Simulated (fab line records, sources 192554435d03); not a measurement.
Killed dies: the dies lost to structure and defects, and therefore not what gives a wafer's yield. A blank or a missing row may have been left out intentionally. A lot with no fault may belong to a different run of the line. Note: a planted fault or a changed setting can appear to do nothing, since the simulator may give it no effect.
fab line records | flow n5-finfet
record lots=6 | wafers=18 | last-day=18
route steps=1938 shown BEOL_M7@1268 PASSIVATION@1936
lots that met no fault: taken from a fault-free run of the same line
start-h: hours from the record's opening day to when the first of the lot's shown wafers began | wait-h: hours since the lot's step before | " unchanged from the row above | L1.1+2: a row that stands for several wafers | - value missing, or start not given | * or withheld: withheld | < > ~ a bound
route shown NAME@n: names a module that has steps shown in the file, with the first one's number in the route | usual: average and standard deviation across the fault-free wafers | same: alike in all rows | chamber/n: place in a boat | sites: readings site by site | _std_site: standard deviation of those values | _edge_site: outer sites' mean less inner sites' | radius-mm: how far each site lies from the wafer's centre | mask NAME#n: copy n | behind: tool/chamber where the wafer was last shaped | hold: why the lot was held/for how many hours/how that ended | device: the transistor (n, p or np) that didn't switch | end of line: at the end of the route, the tests of the same wafers | for a step that has no rows: nothing shown but its recipe | killed: dies lost to structure and defects at the first sort, not the wafer's yield | map: a wafer's dies, x killed, . not, _ none there
set.NAME: the setting as run; set.NAME@STEP: as run at that earlier step | model.NAME: the simulator's own value behind a step, which no gauge read
lots at some steps of the route; a table a step, a row a wafer
services: the hour from which a tool's chamber was out of use, counted from the record's first day as start-h (under 0 if before that day), plus the number of hours and why
## steps
# step N5_BEOL_M7_COAT_59
# recipe resist=SOC | temp-c=250 | time-s=60 | spin-rpm=1500 | resist-thk-nm=100
# step N5_BEOL_M7_COAT_60
# recipe resist=SiARC | temp-c=220 | time-s=60 | spin-rpm=1500 | resist-thk-nm=35
# step N5_BEOL_M7_COAT_05
# recipe resist=CAR-ArF | spin-rpm=1500 | resist-thk-nm=90
# step N5_BEOL_M7_EBR_07
# recipe solvent=PGMEA | ebr-width-mm=1.5
# step N5_BEOL_M7_SOFTBAKE_06
# recipe temp-c=110 | time-s=60 | resist=CAR-ArF
# step N5_BEOL_M7_EXPOSE_08
# recipe mask-id=M7 | na=1.35 | source-shape=dipole | sigma-inner=0.817 | sigma-outer=0.97 | polarization=te | dose-mj=68.25
# step N5_BEOL_M7_PEB_09
# recipe peb-temp-c=withheld | peb-time-s=60 | resist=CAR-ArF
# step N5_BEOL_M7_DEVELOP_10
# recipe develop-time-s=30 | developer=TMAH | resist=CAR-ArF | rinse-liquid=diw | dry=air-spin | dev-temp-c=23
# step N5_BEOL_M7_CD_MEAS_11
# recipe target-cd-nm=38.5 | landing-energy-ev=500 | detector=se-inlens | polarity=opening
# usual cd-nm=38.6/0.47
lot.wafer | tool      | chamber | start-h | wait-h | cd-nm
L277.1    | cd-sem-02 | 0       | 209.81  | -      | 37.7
L277.3    | "         | 0       | "       | "      | 37.7
L277.4    | "         | 0       | "       | "      | 38.5
L289.1    | cd-sem-03 | 0       | 271.96  | -      | 38.9
L289.2    | "         | 0       | "       | "      | 38.5
L289.6    | "         | 0       | "       | "      | 39.1
L295.1    | cd-sem-03 | 0       | 305.48  | -      | 38.8
L295.2    | "         | 0       | "       | "      | 38.6
L295.3    | "         | 0       | "       | "      | 37.8
L294.2    | cd-sem-03 | 0       | 307.06  | -      | 38.3
L294.3    | "         | 0       | "       | "      | 38.7
L294.4    | "         | 0       | "       | "      | 38.6
L297.1    | cd-sem-03 | 0       | 325.95  | -      | 38.5
L297.3    | "         | 0       | "       | "      | 38.7
L297.5    | "         | 0       | "       | "      | 38.6
L300.1    | cd-sem-03 | 0       | 340.76  | -      | 38.4
L300.2    | "         | 0       | "       | "      | 38.5
L300.3    | "         | 0       | "       | "      | 38.8
# step N5_BEOL_M7_OVL_MEAS_12
# recipe points-per-wafer=44
# usual M7_OVL=0.1/0.85
lot.wafer | tool       | chamber | start-h | wait-h | M7_OVL[nm]
L277.1    | overlay-01 | 0       | 209.84  | 0.0    | 1.0
L277.3    | "          | 0       | "       | "      | 0.7
L277.4    | "          | 0       | "       | "      | 0.6
L289.1    | overlay-01 | 0       | 272.00  | 0.0    | 0.4
L289.2    | "          | 0       | "       | "      | 0.7
L289.6    | "          | 0       | "       | "      | -0.7
L295.1    | overlay-02 | 0       | 305.51  | 0.0    | 0.5
L295.2    | "          | 0       | "       | "      | -0.3
L295.3    | "          | 0       | "       | "      | -0.2
L294.2    | overlay-01 | 0       | 307.09  | 0.0    | -0.2
L294.3    | "          | 0       | "       | "      | -0.2
L294.4    | "          | 0       | "       | "      | 0.2
L297.1    | overlay-01 | 0       | 325.98  | 0.0    | -0.6
L297.3    | "          | 0       | "       | "      | -1.5
L297.5    | "          | 0       | "       | "      | -1.3
L300.1    | overlay-01 | 0       | 340.79  | 0.0    | 1.4
L300.2    | "          | 0       | "       | "      | -1.1
L300.3    | "          | 0       | "       | "      | 0.8
# step N5_BEOL_M7_INSPECT_13
# recipe mode=adi | inspect-instrument=brightfield
# usual raw-defect-count=358/68
lot.wafer | tool              | chamber | start-h | wait-h | raw-defect-count
L277.1    | defect-inspect-01 | -       | 209.86  | 0.0    | 315
L277.3    | "                 | -       | "       | "      | 355
L277.4    | "                 | -       | "       | "      | 411
L289.1    | defect-inspect-01 | -       | 272.02  | 0.0    | 320
L289.2    | "                 | -       | "       | "      | 267
L289.6    | "                 | -       | "       | "      | 266
L295.1    | defect-inspect-02 | -       | 305.54  | 0.0    | 247
L295.2    | "                 | -       | "       | "      | 272
L295.3    | "                 | -       | "       | "      | 373
L294.2    | defect-inspect-02 | -       | 307.12  | 0.0    | 300
L294.3    | "                 | -       | "       | "      | 286
L294.4    | "                 | -       | "       | "      | 417
L297.1    | defect-inspect-02 | -       | 326.00  | 0.0    | 434
L297.3    | "                 | -       | "       | "      | 353
L297.5    | "                 | -       | "       | "      | 249
L300.1    | defect-inspect-02 | -       | 340.81  | 0.0    | 418
L300.2    | "                 | -       | "       | "      | 373
L300.3    | "                 | -       | "       | "      | 412
# step N5_BEOL_M7_DESCUM_16
# recipe chemistry=O2 | time-s=7.9 | source-power-w=50 | bias-power-w=20 | pressure-mtorr=20 | rf-frequency-hz=2.712e+07 | temp-c=40 | resist=CAR-ArF | o2-flow-sccm=225
# usual drypump-motor-current-A=5.8/0.38 | oes-product-au=0.77/0.09 | rf-vpp-V=243.0/1.2 | showerhead-plenum-p-Torr=2.09/0.061 | throttle-valve-pct=20.49/0.25
lot.wafer | tool        | chamber | start-h | wait-h | drypump-motor-current-A | oes-product-au | rf-hours-counter-h | rf-vpp-V | showerhead-plenum-p-Torr | throttle-valve-pct
L277.1    | rie-diel-03 | 1       | 209.90  | 0.0    | 5.8                     | 0.69           | 210                | 243.8    | 2.14                     | 20.45
L277.3    | "           | 0       | "       | "      | 6.2                     | 0.68           | 246                | 243.8    | 2.16                     | 20.91
L277.4    | "           | 2       | "       | "      | 5.7                     | 0.81           | 81                 | 241.5    | 2.05                     | 20.34
L289.1    | rie-diel-06 | 1       | 272.13  | 0.1    | 5.3                     | 0.73           | 168                | 242.5    | 2.10                     | 20.60
L289.2    | "           | 2       | "       | "      | 5.5                     | 0.78           | 107                | 242.3    | 2.02                     | 20.40
L289.6    | "           | 1       | "       | "      | 5.3                     | 0.74           | -                  | 242.5    | 2.10                     | 20.60
L295.1    | rie-diel-03 | 0       | 305.73  | 0.2    | 6.2                     | 0.94           | 17                 | 243.4    | 2.15                     | 20.56
L295.2    | "           | 2       | "       | "      | 5.7                     | 0.78           | 109                | 241.8    | 2.04                     | 20.41
L295.3    | "           | 3       | "       | "      | 6.3                     | 0.88           | 36                 | 242.3    | 2.14                     | 20.03
L294.2    | rie-diel-03 | 3       | 307.24  | 0.1    | 6.4                     | 0.87           | 37                 | 242.3    | 2.14                     | 20.04
L294.3    | "           | 0       | "       | "      | 6.2                     | 0.94           | 18                 | 244.3    | 2.15                     | 20.55
L294.4    | "           | 2       | "       | "      | 5.7                     | 0.80           | 109                | 243.5    | 2.04                     | 20.38
L297.1    | rie-diel-06 | 3       | 326.04  | 0.0    | 6.0                     | 0.68           | 245                | 241.1    | 1.97                     | 20.74
L297.3    | "           | 2       | "       | "      | 5.5                     | 0.76           | 125                | 242.1    | 2.02                     | 20.43
L297.5    | "           | 2       | "       | "      | 5.5                     | 0.75           | -                  | 241.7    | 2.02                     | 20.44
L300.1    | rie-diel-04 | 1       | 341.21  | 0.4    | 6.3                     | 0.70           | 195                | 245.2    | 2.16                     | 20.40
L300.2    | "           | 2       | "       | "      | 6.4                     | 0.92           | 26                 | 242.6    | 2.12                     | 20.35
L300.3    | "           | 3       | "       | "      | 5.3                     | 0.70           | 235                | 243.4    | 2.15                     | 20.82
# step N5_BEOL_M7_ETCH_61
# recipe chemistry=CF4 | target=SiARC | target-depth-a=455 | mask-material=CAR-ArF | time-s=75.8 | ion-energy-ev=80 | pressure-mtorr=40 | source-w=545 | bias-w=36 | Ar_flow_sccm=100 | cf4-flow-sccm=100 | ends=cleared
# usual drypump-motor-current-A=5.8/0.38 | etch-rf-on-time-s=77.3/2.7 | oes-product-au=0.66/0.077 | rf-fwd-power-W=539.6/1.8 | rf-vpp-V=184.0/1.2 | showerhead-plenum-p-Torr=2.14/0.059 | throttle-valve-pct=15.66/0.29
lot.wafer | tool        | chamber | start-h | wait-h | drypump-motor-current-A | etch-rf-on-time-s | oes-product-au | rf-fwd-power-W | rf-hours-counter-h | rf-vpp-V | showerhead-plenum-p-Torr | throttle-valve-pct
L277.1    | rie-diel-03 | 1       | 209.93  | 0.0    | 5.7                     | 81.1              | 0.58           | 537.9          | 210                | 184.6    | 2.21                     | 15.83
L277.3    | "           | 0       | "       | "      | 6.2                     | 76.7              | 0.59           | 539.0          | 246                | 185.4    | 2.19                     | 15.98
L277.4    | "           | 2       | "       | "      | 5.7                     | 73.3              | 0.71           | 539.3          | 81                 | 183.9    | 2.09                     | 15.45
L289.1    | rie-diel-06 | 1       | 272.17  | 0.0    | 5.3                     | 81.0              | 0.61           | 539.8          | 168                | 184.3    | 2.14                     | 15.68
L289.2    | "           | 2       | "       | "      | 5.5                     | 75.1              | 0.67           | 542.7          | 107                | 183.3    | 2.07                     | 15.57
L289.6    | "           | 1       | "       | "      | 5.3                     | 81.8              | 0.61           | 539.7          | -                  | 183.7    | 2.14                     | 15.67
L295.1    | rie-diel-03 | 0       | 305.77  | 0.0    | 6.2                     | 61.3              | 0.89           | 668.2          | 17                 | 171.6    | 2.18                     | 15.52
L295.2    | "           | 2       | "       | "      | 5.7                     | 60.5              | 0.76           | 669.1          | 109                | 171.8    | 2.08                     | 15.52
L295.3    | "           | 3       | "       | "      | 6.3                     | 65.8              | 0.81           | 668.0          | 36                 | 172.3    | 2.17                     | 15.15
L294.2    | rie-diel-03 | 3       | 307.28  | 0.0    | 6.3                     | 65.1              | 0.81           | 666.5          | 37                 | 171.7    | 2.17                     | 15.15
L294.3    | "           | 0       | "       | "      | 6.2                     | 61.2              | 0.90           | 669.1          | 18                 | 171.9    | 2.18                     | 15.52
L294.4    | "           | 2       | "       | "      | 5.7                     | 60.6              | 0.76           | 666.7          | 109                | 171.9    | 2.08                     | 15.52
L297.1    | rie-diel-06 | 3       | 326.08  | 0.0    | 6.0                     | 78.9              | 0.57           | 538.4          | 245                | 182.9    | 2.02                     | 16.00
L297.3    | "           | 2       | "       | "      | 5.5                     | 74.5              | 0.66           | 541.1          | 125                | 181.8    | 2.06                     | 15.61
L297.5    | "           | 2       | "       | "      | 5.5                     | 74.3              | 0.65           | 540.4          | -                  | 183.9    | 2.06                     | 15.60
L300.1    | rie-diel-04 | 1       | 341.24  | 0.0    | 6.3                     | 79.9              | 0.59           | 539.2          | 195                | 184.8    | 2.21                     | 15.71
L300.2    | "           | 2       | "       | "      | 6.4                     | 74.4              | 0.78           | 540.4          | 26                 | 185.4    | 2.17                     | 15.49
L300.3    | "           | 3       | "       | "      | 5.3                     | 77.9              | 0.59           | 538.8          | 235                | 185.7    | 2.19                     | 16.01
# step N5_BEOL_M7_ETCH_62
# recipe chemistry=N2/H2 | target=SOC | target-depth-a=1100 | overetch-a=220 | mask-material=SiARC | temp-c=40 | time-s=165 | ion-energy-ev=200 | pressure-mtorr=30 | source-w=840 | bias-w=150 | n2-flow-sccm=200 | h2-flow-sccm=200
# usual drypump-motor-current-A=5.8/0.38 | oes-product-au=0.66/0.072 | rf-fwd-power-W=837.6/2.5 | rf-vpp-V=523.6/2.3 | showerhead-plenum-p-Torr=2.54/0.075 | throttle-valve-pct=17.88/0.28
lot.wafer | tool        | chamber | start-h | wait-h | drypump-motor-current-A | oes-product-au | rf-fwd-power-W | rf-hours-counter-h | rf-vpp-V | showerhead-plenum-p-Torr | throttle-valve-pct
L277.1    | rie-diel-03 | 1       | 209.99  | 0.0    | 5.7                     | 0.59           | 832.4          | 210                | 526.5    | 2.64                     | 18.04
L277.3    | "           | 0       | "       | "      | 6.2                     | 0.59           | 838.9          | 246                | 527.6    | 2.61                     | 18.24
L277.4    | "           | 2       | "       | "      | 5.7                     | 0.69           | 845.0          | 81                 | 521.7    | 2.46                     | 17.58
L289.1    | rie-diel-06 | 1       | 272.22  | 0.0    | 5.3                     | 0.62           | 838.2          | 168                | 524.6    | 2.54                     | 18.00
L289.2    | "           | 2       | "       | "      | 5.5                     | 0.66           | 834.9          | 107                | 522.5    | 2.46                     | 17.77
L289.6    | "           | 1       | "       | "      | 5.3                     | 0.63           | 841.7          | -                  | 523.4    | 2.54                     | 17.98
L295.1    | rie-diel-03 | 0       | 305.82  | 0.0    | 6.2                     | 0.79           | 836.3          | 17                 | 526.4    | 2.60                     | 17.83
L295.2    | "           | 2       | "       | "      | 5.7                     | 0.66           | 838.0          | 109                | 521.3    | 2.45                     | 17.61
L295.3    | "           | 3       | "       | "      | 6.3                     | 0.74           | 836.9          | 36                 | 524.7    | 2.59                     | 17.37
L294.2    | rie-diel-03 | 3       | 307.33  | 0.0    | 6.4                     | 0.75           | 836.6          | 37                 | 523.9    | 2.59                     | 17.37
L294.3    | "           | 0       | "       | "      | 6.2                     | 0.79           | 839.1          | 18                 | 525.6    | 2.60                     | 17.84
L294.4    | "           | 2       | "       | "      | 5.7                     | 0.66           | 839.3          | 110                | 520.8    | 2.45                     | 17.62
L297.1    | rie-diel-06 | 3       | 326.14  | 0.0    | 6.0                     | 0.58           | 834.3          | 245                | 519.1    | 2.41                     | 18.21
L297.3    | "           | 2       | "       | "      | 5.5                     | 0.65           | 835.8          | 125                | 521.2    | 2.45                     | 17.81
L297.5    | "           | 2       | "       | "      | 5.5                     | 0.65           | 834.5          | -                  | 522.6    | 2.45                     | 17.82
L300.1    | rie-diel-04 | 1       | 341.30  | 0.0    | 6.3                     | 0.60           | 839.1          | 195                | 525.7    | 2.62                     | 17.76
L300.2    | "           | 2       | "       | "      | 6.4                     | 0.77           | 834.3          | 26                 | 525.4    | 2.61                     | 17.84
L300.3    | "           | 3       | "       | "      | 5.4                     | 0.60           | 842.9          | 235                | 525.1    | 2.62                     | 18.26
# step N5_PASSIVATION_PROBE_49
# usual defect-limited-yield=91.2/1.5 | killed_at_M0_to_M3=33/9.6 | killed_at_M4_up=14/5.6 | killed-at-contacts=14/5.5 | killed-at-front-end=40/13 | killed-at-other=4/3 | killed-dies=104/17 | killed-open=68/13 | killed-short=33/7.2 | sort_bin_5_function=5.2/0.95 | sort_bin_6_memory=3.3/0.62 | sort_bin_8_speed=0.00/0.012 | sort-n-pass=1076/17 | sort-yield-pct=91.2/1.5
# same gross-dies=1180 | killed-at-back-side=0 | sort_bin_4_leakage[%]=0
lot.wafer | tool      | chamber | start-h | wait-h | defect-limited-yield[%] | killed_at_M0_to_M3 | killed_at_M4_up | killed-at-contacts | killed-at-front-end | killed-at-other | killed-dies | killed-open | killed-short | sort_bin_5_function[%] | sort_bin_6_memory[%] | sort_bin_8_speed[%] | sort-n-pass | sort-yield-pct[%]
L297.1    | prober-02 | -       | 409.49  | 0.0    | 87.6                    | 39                 | 20              | 27                 | 57                  | 3               | 146         | 97          | 46           | 7.3                    | 4.6                  | 0                   | 1034        | 87.6
L297.3    | prober-02 | -       | 409.59  | 0.1    | 91.5                    | 36                 | 14              | 24                 | 24                  | 2               | 100         | 72          | 27           | 4.8                    | 3.6                  | 0                   | 1080        | 91.5
L297.5    | prober-02 | -       | 409.69  | 0.2    | 89.8                    | 32                 | 9               | 22                 | 57                  | 0               | 120         | 79          | 40           | 5.8                    | 4.1                  | 0                   | 1060        | 89.8
# killed by level:class
L297.1 STI_FIN_REVEAL:geometric-particle:open=22 MOL_CONTACT_COAG:geometric-particle:open=20 FIN_SAQP:geometric-particle:open=11 BEOL_M2:geometric-particle:open=10 BEOL_M3:geometric-particle:open=9 MOL_CONTACT_COAG:geometric-particle:short=7 BEOL_M4:geometric-particle:short=6 BEOL_M4:geometric-particle:open=6
L297.3 MOL_CONTACT_COAG:geometric-particle:open=20 BEOL_M2:geometric-particle:open=11 BEOL_M3:geometric-particle:open=10 STI_FIN_REVEAL:geometric-particle:open=6 BEOL_M4:geometric-particle:open=6 FIN_SAQP:geometric-particle:short=5 DUMMY_GATE:geometric-particle:open=5 BEOL_M0_SAQP:geometric-particle:short=5
L297.5 STI_FIN_REVEAL:geometric-particle:open=28 MOL_CONTACT_COAG:geometric-particle:open=18 BEOL_M0_SAQP:geometric-particle:short=8 BEOL_M3:geometric-particle:open=7 BEOL_M0_SAQP:geometric-particle:open=6 FIN_SAQP:geometric-particle:open=5 FIN_SAQP:geometric-particle:short=5 BEOL_M1:geometric-particle:short=5
## services
tool        | chamber | start-h | hours | kind
rie-diel-06 | 0       | 211.47  | 8.5   | repair
rie-diel-03 | 0       | 224.48  | -     | clean
rie-diel-03 | 0       | 224.48  | -     | consumable-replace:focus-ring
rie-diel-03 | 0       | 224.48  | 20.7  | scheduled-down
rie-diel-03 | 0       | 224.48  | 20.7  | vent-cycle
rie-diel-04 | 2       | 234.06  | -     | clean
rie-diel-04 | 2       | 234.06  | -     | consumable-replace:focus-ring
rie-diel-04 | 2       | 234.06  | 14.5  | scheduled-down
rie-diel-04 | 2       | 234.06  | 14.5  | vent-cycle
rie-diel-03 | -       | 272.06  | 0.8   | repair
rie-diel-03 | 3       | 317.24  | 8.8   | repair
rie-diel-04 | 3       | 334.18  | 5.4   | repair
## key
first-sign step=N5_BEOL_M7_ETCH_61 | reading=rf-fwd-power-W | direction=up | sigmas=71 | usual=* | struck=*
effect step=N5_BEOL_M7_ETCH_61 | reading=rf-vpp-V | direction=down | sigmas=11 | usual=184.0 | struck=171.9
met-at N5_BEOL_M7_ETCH_61
struck-wafers L294.2,L294.3,L294.4,L295.1,L295.2,L295.3
onset-between 209.93 305.77
fault kind=process-parameter-drift | tool=rie-diel-03 | chamber=- | onset-h=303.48 | steps=N5_BEOL_M7_ETCH_61 | channel=source-w | offset=130.8 | shape=step | end-h=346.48 | acts-in=these-recipes-only | stated=545
